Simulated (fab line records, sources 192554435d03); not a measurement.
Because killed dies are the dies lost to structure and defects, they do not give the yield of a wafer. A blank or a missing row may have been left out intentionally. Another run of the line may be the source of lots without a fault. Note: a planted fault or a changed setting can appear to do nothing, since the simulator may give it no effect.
fab line records | flow n5Finfet | part 1 of 2: steps 1 to 4 of 6
[record] lots = 20 wafers = 60 lastDay = 18
route steps=1938 shown MOL_CONTACT_COAG@605 BEOL_M0_SAQP@635
lots with no fault: from the same line, run without faults
startH: hours from the record's first day to the start of the lot's first wafer shown | waitH: hours since the lot's step before | " repeats the value in the row above | L1.1+2: a row that stands for several wafers | - no value, or no start given | * or withheld: withheld | < > ~ a bound
route shown NAME@n: a module of which the file shows steps, and the number in the route of the first | usual: average and standard deviation across the fault-free wafers | same: alike in all rows | chamber/n: place in a boat | sites: readings site by site | _std_site: standard deviation of those values | _edge_site: inner sites' mean taken away from outer sites' mean | radiusMm: how far each site lies from the wafer's centre | mask NAME#n: copy n | behind: the most recent tool/chamber to have shaped the wafer | hold: what put the lot on hold/how long, in hours/how the hold closed | device: whichever transistor did not switch (one of n, p or np) | end of line: the tests these same wafers got at the end of their route | for a step that has no rows: nothing shown but its recipe | killed: count of dies lost to structure and defects at first sort (not the wafer's yield) | map: the dies of a wafer, with x for killed, . for not killed, _ for no die there
set.NAME: the setting that was run; set.NAME@STEP: the one run at that earlier step | model.NAME: the simulator's own value behind a step, which no gauge read
steps of the route over a sample of lots; a table a step, a row a wafer
services: the hour from which a tool's chamber was out of use, counted from the record's first day as startH (under 0 if before that day), plus the number of hours and why
[[steps]]
[step N5_MOL_CONTACT_COAG_DESCUM_45]
[recipe] chemistry = O2 timeS = 7 sourcePowerW = 50 biasPowerW = 20 pressureMtorr = 20 rfFrequencyHz = 2.712e+07 tempC = 40 resist = CAR-EUV o2FlowSccm = 225
[usual] drypumpMotorCurrentA = 5.8/0.47 oesProductAu = 0.82/0.091 rfVppV = 243.4/1.4 showerheadPlenumPTorr = 2.11/0.073 throttleValvePct = 20.32/0.2
// columns lot.wafer tool chamber startH waitH drypumpMotorCurrentA oesProductAu rfHoursCounterH rfVppV showerheadPlenumPTorr throttleValvePct
L074.2 rieDiel-05 0 102.86 0.0 5.8 0.99 1 243.0 2.05 20.20
L074.3 " 2 " " 6.5 0.71 215 245.8 2.16 20.68
L074.6 " 3 " " 5.2 0.94 - 246.6 2.23 20.22
L075.1 rieDiel-04 2 103.78 0.0 5.7 0.72 216 244.4 2.05 20.40
L075.3 " 1 " " 5.3 0.94 10 242.9 2.14 20.20
L075.5 " 0 " " 5.2 0.68 - 241.0 2.05 20.10
L076.2 rieDiel-05 2 113.74 0.2 6.5 0.71 218 244.4 2.16 20.68
L076.5 " 1 " " 5.7 0.89 - 243.0 2.05 20.41
L076.6 " 2 " " 6.5 0.72 - 243.0 2.16 20.68
L077.2 rieDiel-05 3 116.64 0.0 5.2 0.93 13 245.3 2.22 20.21
L077.3 " 1 " " 5.6 0.88 24 241.5 2.05 20.41
L077.6 " 1 " " 5.6 0.89 - 242.3 2.05 20.40
L078.2 rieDiel-02 1 123.32 0.1 5.3 0.89 34 244.5 2.13 20.23
L078.3 " 0 " " 5.8 0.73 169 241.1 2.00 20.31
L078.6 " 1 " " 5.3 0.89 - 244.9 2.13 20.22
L079.1 rieDiel-02 2 129.59 0.2 6.2 0.83 61 245.3 2.22 20.19
L079.2 " 1 " " 5.2 0.89 36 243.2 2.13 20.22
L079.5 " 2 " " 6.2 0.83 - 244.2 2.22 20.21
L080.1 rieDiel-04 0 138.79 0.0 5.2 0.67 248 243.7 2.05 20.11
L080.4 " 3 " " 6.5 0.73 183 243.5 2.17 20.53
L080.5 " 0 " " 5.2 0.67 - 242.7 2.05 20.10
L081.3 rieDiel-04 0 147.43 0.1 5.2 0.67 252 242.7 2.05 20.12
L081.4 " 3 " " 6.5 0.73 186 246.3 2.17 20.53
L081.6 " 0 " " 5.2 0.68 - 241.6 2.05 20.10
L082.1 rieDiel-05 0 147.73 0.1 5.8 0.93 15 243.3 2.04 20.23
L082.2 " 1 " " 5.6 0.87 35 241.7 2.04 20.41
L082.4 " 2 " " 6.5 0.69 230 242.9 2.15 20.71
L083.1 rieDiel-05 0 153.50 0.3 5.8 0.93 17 243.2 2.04 20.21
L083.3 " 3 " " 5.2 0.90 26 245.4 2.22 20.23
L083.5 " 2 " " 6.6 0.70 - 243.5 2.15 20.71
L085.3 rieDiel-02 1 163.50 0.4 5.2 0.86 49 245.9 2.13 20.24
L085.5 " 3 " " 5.7 0.94 - 243.2 2.14 19.99
L085.6 " 0 " " 5.8 0.72 - 242.8 1.99 20.36
L086.1 rieDiel-02 2 171.17 0.0 6.2 0.82 76 244.5 2.21 20.23
L086.3 " 0 " " 5.8 0.72 188 238.7 1.99 20.35
L086.4 " 1 " " 5.2 0.86 52 243.9 2.12 20.25
L087.3 rieDiel-05 1 175.16 0.0 5.6 0.85 45 241.6 2.04 20.43
L087.4 " 3 " " 5.2 0.90 33 244.3 2.22 20.25
L087.5 " 3 " " 5.2 0.88 - 245.5 2.22 20.26
L089.2 rieDiel-05 2 196.09 0.2 6.5 0.69 246 245.8 2.15 20.71
L089.4 " 3 " " 5.2 0.88 38 243.7 2.21 20.26
L089.5 " 1 " " 5.6 0.84 - 241.4 2.04 20.45
L091.3 rieDiel-05 3 207.05 0.0 5.2 0.89 43 245.6 2.21 20.27
L091.5 " 3 " " 5.2 0.87 - 244.3 2.21 20.26
L091.6 " 0 " " 5.8 0.90 - 242.0 2.04 20.25
L093.2 rieDiel-02 2 213.82 0.0 6.2 0.80 90 245.3 2.20 20.27
L093.4 " 1 " " 5.2 0.83 68 243.4 2.12 20.26
L093.6 " 3 " " 5.7 0.89 - 241.7 2.13 20.05
L094.3 rieDiel-04 1 224.90 0.0 5.3 0.87 54 244.5 2.13 20.27
L094.5 " 3 " " 6.5 0.70 - 244.9 2.16 20.58
L094.6 " 0 " " 5.2 0.92 - 242.9 2.04 19.80
L095.1 rieDiel-02 3 228.82 0.0 5.7 0.88 33 244.4 2.13 20.04
L095.3 " 0 " " 5.8 0.70 208 241.7 1.98 20.39
L095.6 " 3 " " 5.7 0.88 - 244.1 2.13 20.03
L096.1 rieDiel-02 1 232.24 0.0 5.2 0.83 74 242.6 2.12 20.28
L096.4 " 0 " " 5.8 0.70 209 242.4 1.98 20.38
L096.5 " 3 " " 5.7 0.88 - 242.5 2.13 20.03
L097.1 rieDiel-05 2 236.32 0.0 6.5 1.00 2 243.9 2.14 20.36
L097.3 " 0 " " 5.7 0.88 48 242.9 2.03 20.27
L097.6 " 2 " " 6.5 1.01 - 243.7 2.14 20.36
[step N5_MOL_CONTACT_COAG_ETCH_67]
[recipe] chemistry = N2/H2 target = SOC targetDepthA = 600 overetchA = 210 maskMaterial = SiARC tempC = 40 timeS = 101.2 ionEnergyEv = 200 pressureMtorr = 30 sourceW = 840 biasW = 150 n2FlowSccm = 200 h2FlowSccm = 200
[usual] drypumpMotorCurrentA = 5.8/0.47 oesProductAu = 0.69/0.073 rfVppV = 524.7/2.4 showerheadPlenumPTorr = 2.57/0.085 throttleValvePct = 17.74/0.24
// columns lot.wafer tool chamber startH waitH drypumpMotorCurrentA oesProductAu rfHoursCounterH rfVppV showerheadPlenumPTorr throttleValvePct
L074.2 rieDiel-05 0 103.21 0.0 5.8 0.82 2 522.3 2.50 17.71
L074.3 " 1 " " 5.6 0.75 19 521.7 2.49 17.78
L074.6 " 2 " " 6.6 0.59 - 525.8 2.65 18.25
L075.1 rieDiel-05 2 104.13 0.0 6.6 0.60 215 526.1 2.65 18.25
L075.3 " 1 " " 5.7 0.76 19 521.5 2.49 17.79
L075.5 " 1 " " 5.7 0.75 - 523.0 2.49 17.79
L076.2 rieDiel-02 0 114.35 0.0 5.8 0.63 165 520.7 2.42 17.72
L076.5 " 1 " " 5.3 0.75 - 525.5 2.60 17.69
L076.6 " 0 " " 5.8 0.63 - 520.6 2.42 17.70
L077.2 rieDiel-02 1 117.26 0.0 5.2 0.75 31 526.2 2.60 17.68
L077.3 " 2 " " 6.2 0.71 55 528.1 2.68 17.47
L077.6 " 2 " " 6.2 0.71 - 528.9 2.68 17.46
L078.2 rieDiel-04 1 123.66 0.0 5.4 0.77 16 525.3 2.61 17.58
L078.3 " 3 " " 6.5 0.62 178 526.1 2.63 17.83
L078.6 " 3 " " 6.5 0.62 - 527.1 2.63 17.84
L079.1 rieDiel-04 1 130.02 0.0 5.4 0.77 18 526.7 2.61 17.59
L079.2 " 3 " " 6.5 0.61 180 526.5 2.63 17.81
L079.5 " 1 " " 5.4 0.77 - 525.5 2.61 17.59
L080.1 rieDiel-05 0 139.14 0.0 5.8 0.78 12 521.6 2.50 17.71
L080.4 " 3 " " 5.2 0.76 21 527.6 2.72 17.69
L080.5 " 1 " " 5.6 0.73 - 521.7 2.49 17.81
L081.3 rieDiel-04 1 147.83 0.0 5.3 0.76 25 526.6 2.60 17.59
L081.4 " 0 " " 5.2 0.56 252 524.0 2.49 17.52
L081.6 " 3 " " 6.5 0.61 - 526.8 2.63 17.84
L082.1 rieDiel-05 1 148.08 0.0 5.7 0.72 36 522.7 2.49 17.81
L082.2 " 0 " " 5.8 0.77 15 521.4 2.50 17.72
L082.4 " 3 " " 5.2 0.76 24 528.0 2.72 17.69
L083.1 rieDiel-05 1 153.86 0.0 5.6 0.73 37 522.0 2.48 17.81
L083.3 " 0 " " 5.8 0.77 17 522.8 2.50 17.72
L083.5 " 1 " " 5.6 0.73 - 522.8 2.48 17.82
L085.3 rieDiel-04 3 164.08 0.0 6.5 0.61 195 526.7 2.62 17.87
L085.5 " 2 " " 5.8 0.59 - 522.6 2.50 17.90
L085.6 " 3 " " 6.5 0.61 - 525.4 2.62 17.87
L086.1 rieDiel-04 1 171.53 0.0 5.4 0.74 35 525.5 2.60 17.61
L086.3 " 1 " " 5.4 0.74 - 525.7 2.60 17.61
L086.4 " 3 " " 6.5 0.61 - 527.2 2.62 17.87
L087.3 rieDiel-05 0 175.60 0.0 5.8 0.75 24 522.0 2.49 17.73
L087.4 " 3 " " 5.2 0.74 33 528.7 2.72 17.72
L087.5 " 1 " " 5.6 0.71 - 521.1 2.48 17.83
L089.2 rieDiel-05 1 196.44 0.0 5.7 0.71 52 524.0 2.48 17.84
L089.4 " 0 " " 5.8 0.75 31 523.0 2.49 17.73
L089.5 " 2 " " 6.5 0.58 - 525.3 2.63 18.28
L091.3 rieDiel-02 3 207.40 0.0 5.7 0.74 26 524.7 2.59 17.47
L091.5 " 2 " " 6.2 0.68 - 526.6 2.66 17.52
L091.6 " 1 " " 5.2 0.71 - 527.4 2.59 17.76
L093.2 rieDiel-02 0 214.17 0.0 5.8 0.60 204 520.5 2.41 17.78
L093.4 " 3 " " 5.6 0.74 28 525.7 2.59 17.48
L093.6 " 1 " " 5.3 0.71 - 526.5 2.59 17.77
L094.3 rieDiel-04 1 225.26 0.0 5.4 0.71 54 525.9 2.59 17.63
L094.5 " 1 " " 5.4 0.71 - 525.5 2.59 17.65
L094.6 " 0 " " 5.2 0.76 - 523.1 2.48 17.11
L095.1 rieDiel-04 0 229.17 0.0 5.3 0.76 13 522.2 2.48 17.13
L095.3 " 3 " " 6.5 0.60 221 525.8 2.61 17.90
L095.6 " 1 " " 5.3 0.71 - 526.3 2.59 17.67
L096.1 rieDiel-04 3 234.07 0.0 6.5 0.59 224 525.2 2.61 17.93
L096.4 " 3 " " 6.5 0.59 - 525.6 2.61 17.91
L096.5 " 0 " " 5.2 0.75 - 522.4 2.48 17.12
L097.1 rieDiel-02 1 236.67 0.0 5.3 0.70 75 525.1 2.58 17.77
L097.3 " 3 " " 5.7 0.72 35 525.4 2.59 17.50
L097.6 " 0 " " 5.8 0.60 - 519.7 2.41 17.82
[step N5_BEOL_M0_SAQP_PECVD_03]
[recipe] material = SiCN targetThkA = 120 tempC = withheld precursor = 3MS/NH3 pressureTorr = 3 rfW = 202 timeS = 21.1
[usual] showerheadPlenumPTorr = 3.660/0.012 showerheadVppV = 857/38 throttleValvePct = 9.0/0.42
// columns lot.wafer tool chamber startH waitH showerheadPlenumPTorr showerheadVppV throttleValvePct
L074.2 pecvd-04 0 109.45 0.1 3.664 882 9.6
L074.3 " 2 " " 3.672 888 8.9
L074.6 " 1 " " 3.655 916 9.0
L075.1 pecvd-04 1 111.61 0.1 3.644 927 9.4
L075.3 " 2 " " 3.690 882 8.9
L075.5 " 1 " " 3.638 910 9.3
L076.2 pecvd-04 0 119.74 0.1 3.662 896 9.4
L076.5 " 2 " " 3.685 876 8.8
L076.6 " 0 " " 3.669 888 9.4
L077.2 pecvd-02 1 122.96 0.1 3.674 864 9.3
L077.3 " 2 " " 3.665 874 8.7
L077.6 " 2 " " 3.673 893 8.5
L078.2 pecvd-02 2 129.73 0.1 3.654 889 8.6
L078.3 " 0 " " 3.653 859 9.6
L078.6 " 2 " " 3.664 875 8.6
L079.1 pecvd-04 2 137.12 0.1 3.670 900 9.0
L079.2 " 1 " " 3.638 908 9.1
L079.5 " 1 " " 3.650 911 9.2
L080.1 pecvd-03 1 145.94 0.1 3.640 850 9.4
L080.4 " 2 " " 3.661 780 8.3
L080.5 " 0 " " 3.660 840 8.7
L081.3 pecvd-03 2 153.90 0.1 3.666 782 8.4
L081.4 " 0 " " 3.659 840 8.9
L081.6 " 1 " " 3.650 852 9.0
L082.1 pecvd-02 1 157.48 0.1 3.667 883 9.4
L082.2 " 2 " " 3.660 879 8.6
L082.4 " 1 " " 3.684 854 9.4
L083.1 pecvd-03 1 159.58 0.1 3.647 844 9.0
L083.3 " 2 " " 3.670 794 8.4
L083.5 " 0 " " 3.650 834 9.0
L085.3 pecvd-04 0 170.11 0.1 3.674 900 9.4
L085.5 " 2 " " 3.669 875 8.8
L085.6 " 0 " " 3.659 893 9.3
L086.1 pecvd-03 0 176.97 0.1 3.653 828 8.7
L086.3 " 1 " " 3.650 836 9.0
L086.4 " 0 " " 3.662 814 9.1
L087.3 pecvd-04 0 181.68 0.1 3.665 887 9.5
L087.4 " 2 " " 3.671 896 9.0
L087.5 " 1 " " 3.647 910 9.2
L089.2 pecvd-03 1 201.68 0.1 3.640 847 9.1
L089.4 " 1 " " 3.648 836 9.5
L089.5 " 0 " " 3.653 827 8.7
L091.3 pecvd-02 1 212.78 0.1 3.669 874 9.5
L091.5 " 0 " " 3.666 857 9.6
L091.6 " 1 " " 3.670 877 9.4
L093.2 pecvd-03 1 220.16 0.1 3.644 844 9.3
L093.4 " 2 " " 3.666 785 8.5
L093.6 " 0 " " 3.650 833 8.9
L094.3 pecvd-03 2 231.03 0.1 3.659 785 8.6
L094.5 " 0 " " 3.659 835 9.1
L094.6 " 2 " " 3.663 797 8.5
L095.1 pecvd-03 0 234.28 0.1 3.639 822 9.0
L095.3 " 1 " " 3.648 840 9.0
L095.6 " 2 " " 3.666 799 8.5
L096.1 pecvd-03 1 241.63 0.1 3.652 857 9.1
L096.4 " 1 " " 3.654 839 9.1
L096.5 " 2 " " 3.660 794 8.3
L097.1 pecvd-04 2 242.59 0.1 3.668 870 8.2
L097.3 " 0 " " 3.664 876 9.5
L097.6 " 2 " " 3.674 893 8.1
[step N5_BEOL_M0_SAQP_SPACER1_ETCHBACK_99]
[recipe] chemistry = CHF3/O2 mode = anisotropicEtchback target = SiO2 targetDepthA = 154 timeS = 7.7 pressureMtorr = 30 sourceW = 650 biasW = 170 Ar_flow_sccm = 200 CHF3_flow_sccm = 50 O2_flow_sccm = 5 ionEnergyEv = 200
[usual] drypumpMotorCurrentA = 5.6/0.56 oes_o_777_au = 0.79/0.076 oesProductAu = 0.78/0.086 rfVppV = 524/14 showerheadPlenumPTorr = 2.41/0.07 throttleValvePct = 18.87/0.24
// columns lot.wafer tool chamber startH waitH drypumpMotorCurrentA oes_o_777_au oesProductAu rfHoursCounterH rfVppV showerheadPlenumPTorr throttleValvePct
L074.2 rieDiel-06 0 112.09 0.3 6.2 0.77 0.77 150 526 2.31 19.03
L074.3 " 1 " " 5.0 0.75 0.73 195 504 2.39 18.91
L074.6 " 0 " " 6.2 0.78 0.77 - 525 2.31 19.05
L075.1 rieDiel-06 2 114.13 0.3 5.0 0.94 0.95 10 532 2.37 18.37
L075.3 " 3 " " 5.7 0.81 0.83 83 552 2.52 18.76
L075.5 " 0 " " 6.2 0.78 0.77 - 527 2.31 19.03
L076.2 rieDiel-06 1 121.90 0.3 5.1 0.75 0.73 195 505 2.39 18.89
L076.5 " 0 " " 6.2 0.78 0.76 - 525 2.31 19.04
L076.6 " 3 " " 5.7 0.81 0.83 - 552 2.52 18.75
L077.2 rieDiel-06 1 125.21 0.4 5.1 0.75 0.73 196 505 2.39 18.90
L077.3 " 2 " " 5.0 0.93 0.93 14 531 2.37 18.38
L077.6 " 1 " " 5.1 0.75 0.73 - 506 2.39 18.90
L078.2 rieDiel-01 3 131.92 0.3 5.9 0.77 0.75 174 511 2.30 18.97
L078.3 " 1 " " 4.8 0.72 0.72 182 517 2.48 18.81
L078.6 " 1 " " 4.8 0.72 0.72 - 519 2.48 18.80
L079.1 rieDiel-03 0 139.35 0.3 6.5 0.68 0.67 237 541 2.47 18.78
L079.2 " 3 " " 5.5 0.73 0.71 195 517 2.48 19.03
L079.5 " 0 " " 6.5 0.68 0.68 - 542 2.47 18.77
L080.1 rieDiel-03 2 148.50 0.3 6.6 0.70 0.68 228 527 2.39 19.16
L080.4 " 3 " " 5.4 0.72 0.71 198 517 2.48 19.06
L080.5 " 0 " " 6.5 0.67 0.68 - 542 2.47 18.77
L081.3 rieDiel-06 1 156.29 0.3 5.1 0.75 0.72 206 505 2.39 18.91
L081.4 " 0 " " 6.2 0.77 0.76 164 525 2.31 19.05
L081.6 " 0 " " 6.3 0.77 0.76 - 526 2.31 19.06
L082.1 rieDiel-06 2 160.68 0.3 4.9 0.90 0.92 26 531 2.36 18.40
L082.2 " 3 " " 5.7 0.79 0.81 97 551 2.52 18.79
L082.4 " 2 " " 5.0 0.90 0.91 - 533 2.36 18.41
L083.1 rieDiel-01 3 162.12 0.6 5.9 0.77 0.74 184 513 2.30 18.99
L083.3 " 1 " " 4.8 0.71 0.72 191 518 2.48 18.84
L083.5 " 1 " " 4.8 0.71 0.71 - 517 2.48 18.82
L085.3 rieDiel-06 2 172.20 0.3 5.0 0.89 0.91 30 530 2.36 18.40
L085.5 " 0 " " 6.2 0.76 0.77 - 525 2.31 19.07
L085.6 " 3 " " 5.7 0.79 0.81 - 552 2.52 18.79
L086.1 rieDiel-03 3 180.58 0.3 5.4 0.72 0.71 208 516 2.48 19.09
L086.3 " 1 " " 5.7 0.89 0.91 22 517 2.45 18.63
L086.4 " 2 " " 6.6 0.70 0.68 - 526 2.38 19.17
L087.3 rieDiel-06 3 188.01 0.3 5.7 0.78 0.80 106 552 2.52 18.79
L087.4 " 2 " " 5.0 0.89 0.90 34 531 2.36 18.40
L087.5 " 0 " " 6.2 0.76 0.75 - 527 2.30 19.10
L089.2 rieDiel-03 1 203.85 0.3 5.7 0.88 0.89 30 517 2.45 18.64
L089.4 " 2 " " 6.6 0.68 0.67 - 525 2.38 19.18
L089.5 " 1 " " 5.7 0.89 0.88 - 517 2.45 18.63
L091.3 rieDiel-01 1 215.06 0.3 4.9 0.71 0.70 207 517 2.47 18.84
L091.5 " 1 " " 4.8 0.70 0.69 - 518 2.47 18.85
L091.6 " 0 " " 5.2 0.75 0.76 - 515 2.42 19.27
L093.2 rieDiel-06 3 222.22 0.3 5.7 0.78 0.79 115 552 2.51 18.81
L093.4 " 1 " " 5.1 0.73 0.71 226 506 2.38 18.96
L093.6 " 0 " " 6.3 0.75 0.75 - 526 2.30 19.08
L094.3 rieDiel-03 3 233.57 0.3 5.4 0.71 0.70 228 517 2.47 19.11
L094.5 " 0 " " 6.5 0.94 0.97 - 541 2.46 18.45
L094.6 " 1 " " 5.7 0.86 0.88 - 518 2.45 18.68
L095.1 rieDiel-06 1 237.99 0.3 5.0 0.72 0.71 231 504 2.38 18.96
L095.3 " 0 " " 6.2 0.75 0.73 184 524 2.30 19.10
L095.6 " 0 " " 6.2 0.75 0.74 - 527 2.30 19.10
L096.1 rieDiel-03 0 243.90 0.3 6.5 0.94 0.95 14 540 2.46 18.43
L096.4 " 3 " " 5.4 0.71 0.70 231 516 2.47 19.10
L096.5 " 3 " " 5.4 0.70 0.69 - 517 2.47 19.11
L097.1 rieDiel-03 2 244.76 0.3 6.6 0.97 0.96 1 526 2.38 18.79
L097.3 " 3 " " 5.4 0.71 0.70 231 516 2.47 19.11
L097.6 " 0 " " 6.5 0.94 0.95 - 541 2.46 18.45
